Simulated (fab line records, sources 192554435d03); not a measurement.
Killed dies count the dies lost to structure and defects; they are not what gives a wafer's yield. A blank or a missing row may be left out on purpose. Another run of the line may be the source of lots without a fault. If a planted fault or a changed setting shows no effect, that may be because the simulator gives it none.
Chamber matching / flow n5_finfet / rie_diel-05 running N5_BEOL_M8_ETCH_65: 4 sister chambers
The step etches SiARC in CF4, target depth 15.6 nm, time 26 s. 4 wafers are shown with their chamber, then 9 later ones without.

== EACH WAFER AND ITS CHAMBER ==
wafer=L086.1; chamber=3; drypump_motor_current_A (A)=5.4
wafer=L090.2; chamber=1; drypump_motor_current_A (A)=5.9
wafer=L090.3; chamber=2; drypump_motor_current_A (A)=6.6
wafer=L090.6; chamber=0; drypump_motor_current_A (A)=5.6

== WAFERS WITHOUT THEIR CHAMBER ==
wafer=L091.4; drypump_motor_current_A (A)=6.6
wafer=L091.5; drypump_motor_current_A (A)=5.9
wafer=L091.6; drypump_motor_current_A (A)=5.4
wafer=L095.1; drypump_motor_current_A (A)=5.4
wafer=L095.2; drypump_motor_current_A (A)=6.6
wafer=L095.4; drypump_motor_current_A (A)=5.7
wafer=L096.2; drypump_motor_current_A (A)=5.4
wafer=L096.5; drypump_motor_current_A (A)=5.9
wafer=L096.6; drypump_motor_current_A (A)=5.7

== WHICH CHAMBER EACH ONE RAN IN ==
wafer=L091.4; from the rows above=2; in truth=2
wafer=L091.5; from the rows above=1; in truth=1
wafer=L091.6; from the rows above=3; in truth=3
wafer=L095.1; from the rows above=3; in truth=3
wafer=L095.2; from the rows above=2; in truth=2
wafer=L095.4; from the rows above=0; in truth=0
wafer=L096.2; from the rows above=3; in truth=3
wafer=L096.5; from the rows above=1; in truth=1
wafer=L096.6; from the rows above=0; in truth=0
Correctly placed: 9 of 9. From these rows, 0 cannot be placed. Placed wrongly: 0.
How it was worked out, from the rows above alone: a wafer's distance from a chamber is the root of the sum, over the readings, of the square of ((its reading less the chamber's mean) divided by the reading's scatter). If the next closest chamber is less than 2 further off than the closest, the wafer can't be placed; otherwise it belongs to the closest. A chamber's mean is the mean of its shown wafers. The scatter (one wafer shown for each chamber): square how far every hidden wafer sits from the nearest shown wafer, average those squares and take the square root.
